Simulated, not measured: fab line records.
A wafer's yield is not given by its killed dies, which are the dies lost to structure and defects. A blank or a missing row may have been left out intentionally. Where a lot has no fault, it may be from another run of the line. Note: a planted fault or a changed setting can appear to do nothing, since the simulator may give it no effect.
The tool behind it: which one?	flow nandHarc	24 lots with 72 wafers sampled at 3 steps, on a route of 1302 steps

== WHAT EACH GAUGE READ, for each wafer ==
NHARC_A_M1_THK_MEAS_24: measures by xrf.
lot	measured	on	thkNm (nm)
L075	day 23 12:25	filmMetro-02	152.3 154.8 155.7
L077	day 23 18:38	filmMetro-02	155.4 154.4 152.2
L074	day 23 21:11	filmMetro-01	155.6 154.5 154.9
L076	day 23 21:45	filmMetro-02	154.9 155.4 154.8
L078	day 24 21:53	filmMetro-02	153.7 155.9 154.7
L079	day 25 17:59	filmMetro-02	155.2 153.7 157.5
L080	day 26 03:34	filmMetro-01	155.2 153.3 153.9
L081	day 26 08:37	filmMetro-02	156.7 156.1 155.3
L083	day 27 00:31	filmMetro-01	155.3 153.7 155.0
L082	day 27 05:02	filmMetro-01	155.9 156.4 155.8
L085	day 27 10:43	filmMetro-02	155.3 153.3 153.5
L084	day 27 12:35	filmMetro-02	155.3 157.6 153.3
L087	day 27 21:58	filmMetro-01	155.7 155.4 156.2
L086	day 28 06:17	filmMetro-02	156.6 154.4 154.4
L088	day 28 23:25	filmMetro-02	153.2 153.7 154.7
L089	day 28 23:43	filmMetro-02	152.5 154.8 154.0
L091	day 30 11:09	filmMetro-02	152.9 156.6 151.6
L090	day 30 14:12	filmMetro-02	152.7 153.4 150.3
L094	day 31 02:46	filmMetro-02	155.7 155.9 157.4
L092	day 31 05:05	filmMetro-02	154.2 153.3 157.7
L093	day 31 12:10	filmMetro-02	154.4 156.3 155.6
L095	day 32 06:28	filmMetro-02	155.3 155.0 154.9
L096	day 32 07:19	filmMetro-02	155.5 155.2 155.9
L097	day 32 16:59	filmMetro-02	154.2 153.8 151.4

== TOOL THAT RAN EACH LOT (tool first, then ch and the chambers of the sampled wafers, then the start) ==
lot	NHARC_A_M1_PVD_21	NHARC_A_M1_CMP_23
L075	pvdSputter-01, day 23 12:07 or earlier	cmp-03 ch 0,2, day 23 12:07
L077	pvdSputter-01, day 23 18:19 or earlier	cmp-01 ch 0,1,3, day 23 18:19
L074	pvdSputter-01, day 23 20:53 or earlier	cmp-02 ch 0,1, day 23 20:53
L076	pvdSputter-02, day 23 21:29 or earlier	cmp-03 ch 0,1,2, day 23 21:29
L078	pvdSputter-01, day 24 21:35 or earlier	cmp-03 ch 0,2,3, day 24 21:35
L079	pvdSputter-01, day 25 17:44 or earlier	cmp-02 ch 0,1,2, day 25 17:44
L080	pvdSputter-03, day 26 03:14 or earlier	cmp-01 ch 0,2,3, day 26 03:14
L081	pvdSputter-03, day 26 08:20 or earlier	cmp-01 ch 1,2,3, day 26 08:20
L083	pvdSputter-03, day 27 00:13 or earlier	cmp-02 ch 1,2,3, day 27 00:13
L082	pvdSputter-01, day 27 04:45 or earlier	cmp-02 ch 1,2,3, day 27 04:45
L085	pvdSputter-01, day 27 10:25 or earlier	cmp-03 ch 0,2,3, day 27 10:25
L084	pvdSputter-01, day 27 12:17 or earlier	cmp-01 ch 1,2, day 27 12:17
L087	pvdSputter-03, day 27 21:38 or earlier	cmp-03 ch 0,1,3, day 27 21:38
L086	pvdSputter-03, day 28 05:59 or earlier	cmp-01 ch 0,1, day 28 05:59
L088	pvdSputter-01, day 28 23:07 or earlier	cmp-02 ch 0,2, day 28 23:07
L089	pvdSputter-02, day 28 23:29 or earlier	cmp-01 ch 1,2,3, day 28 23:29
L091	pvdSputter-01, day 30 10:50 or earlier	cmp-01 ch 1,2, day 30 10:50
L090	pvdSputter-01, day 30 13:54 or earlier	cmp-01 ch 0,1, day 30 13:54
L094	pvdSputter-02, day 31 02:30 or earlier	cmp-03 ch 1,2,3, day 31 02:30
L092	pvdSputter-02, day 31 04:46 or earlier	cmp-03 ch 0,1,2, day 31 04:46
L093	pvdSputter-02, day 31 11:53 or earlier	cmp-03 ch 0,1,3, day 31 11:53
L095	pvdSputter-03, day 32 06:10 or earlier	cmp-01 ch 0,1,3, day 32 06:10
L096	pvdSputter-01, day 32 07:02 or earlier	cmp-01 ch 0,2,3, day 32 07:02
L097	pvdSputter-03, day 32 16:40 or earlier	cmp-02 ch 0,1,3, day 32 16:40
- NHARC_A_M1_PVD_21: deposits Cu, target thk 30 nm, time 20.49 s.
- NHARC_A_M1_CMP_23: polishes, t overpolish 20 s, target thk 154.34 nm.

== WHAT THE TOOLS THEMSELVES READ (means of the sampled wafers that have a number; where no wafer has one, the mark that the record gives instead) ==
NHARC_A_M1_PVD_21.
lot	tool	cathodeDcPowerW (W)	chamberPressurePa (Pa)	throttleValvePct (%)
L075	pvdSputter-01	5000.4	5.010	29.7
L077	pvdSputter-01	4999.7	4.999	29.7
L074	pvdSputter-01	5000.2	5.001	29.6
L076	pvdSputter-02	4999.4	4.984	31.2
L078	pvdSputter-01	5000.3	4.991	29.3
L079	pvdSputter-01	4999.5	4.992	30.5
L080	pvdSputter-03	5000.0	5.004	30.2
L081	pvdSputter-03	5000.0	4.988	29.1
L083	pvdSputter-03	4999.7	5.000	29.8
L082	pvdSputter-01	4999.6	5.000	30.1
L085	pvdSputter-01	5000.4	5.000	29.6
L084	pvdSputter-01	5000.2	5.000	29.7
L087	pvdSputter-03	4999.2	4.998	29.8
L086	pvdSputter-03	4999.6	5.001	30.1
L088	pvdSputter-01	5000.1	5.004	29.2
L089	pvdSputter-02	5000.1	4.997	30.8
L091	pvdSputter-01	4999.7	5.002	30.1
L090	pvdSputter-01	5000.8	5.002	30.2
L094	pvdSputter-02	5000.5	5.003	30.8
L092	pvdSputter-02	5000.4	4.999	30.5
L093	pvdSputter-02	5000.7	5.002	30.6
L095	pvdSputter-03	4999.4	4.995	30.0
L096	pvdSputter-01	4999.7	4.999	29.7
L097	pvdSputter-03	4999.8	5.008	30.1

NHARC_A_M1_CMP_23.
lot	tool	motorCurrentA (A)	padLifeWafers	timeToEndpointS (s)
L075	cmp-03	12.0	253	29
L077	cmp-01	10.0	242	29
L074	cmp-02	12.7	102	29
L076	cmp-03	12.5	302	28
L078	cmp-03	11.6	56	31
L079	cmp-02	12.6	254	31
L080	cmp-01	10.3	55	31
L081	cmp-01	10.4	80	30
L083	cmp-02	12.1	374	31
L082	cmp-02	12.0	2	33
L085	cmp-03	11.8	266	31
L084	cmp-01	10.2	216	32
L087	cmp-03	12.5	307	32
L086	cmp-01	9.9	300	29
L088	cmp-02	12.3	199	31
L089	cmp-01	10.6	375	29
L091	cmp-01	10.2	78	27
L090	cmp-01	9.7	103	23
L094	cmp-03	12.3	188	32
L092	cmp-03	12.6	206	35
L093	cmp-03	12.5	230	35
L095	cmp-01	10.0	290	30
L096	cmp-01	10.7	296	30
L097	cmp-02	12.2	98	25

== THE ANSWER, worked out from the rows above alone ==
Rule: the lots themselves supply what counts as usual. The widest of any qualifying gaps counts: lots, ordered by their means at a reading, are off when they make up no more than a third of the lots, leave a main group of 4 or more, and stand apart from it by 3 or more times the standard deviation of that group's means. A main group whose means are all the same, to the digits that the tables above print for the reading, isn't used. Also off: a lot with no number at a reading for which 4 or more lots have one. Any other lot the step has rows for is counted as sound. The gauges are gone through in route order, then the tools' own readings, and for those a lot's mean is taken as printed above. At the first step where some lot is off, the reading lying furthest off is the one used; lots without a number count as furthest.
No lot is off on any of the readings shown, so nothing can be concluded from this.

== WHAT HAD BEEN PUT IN BY THE SIMULATOR ==
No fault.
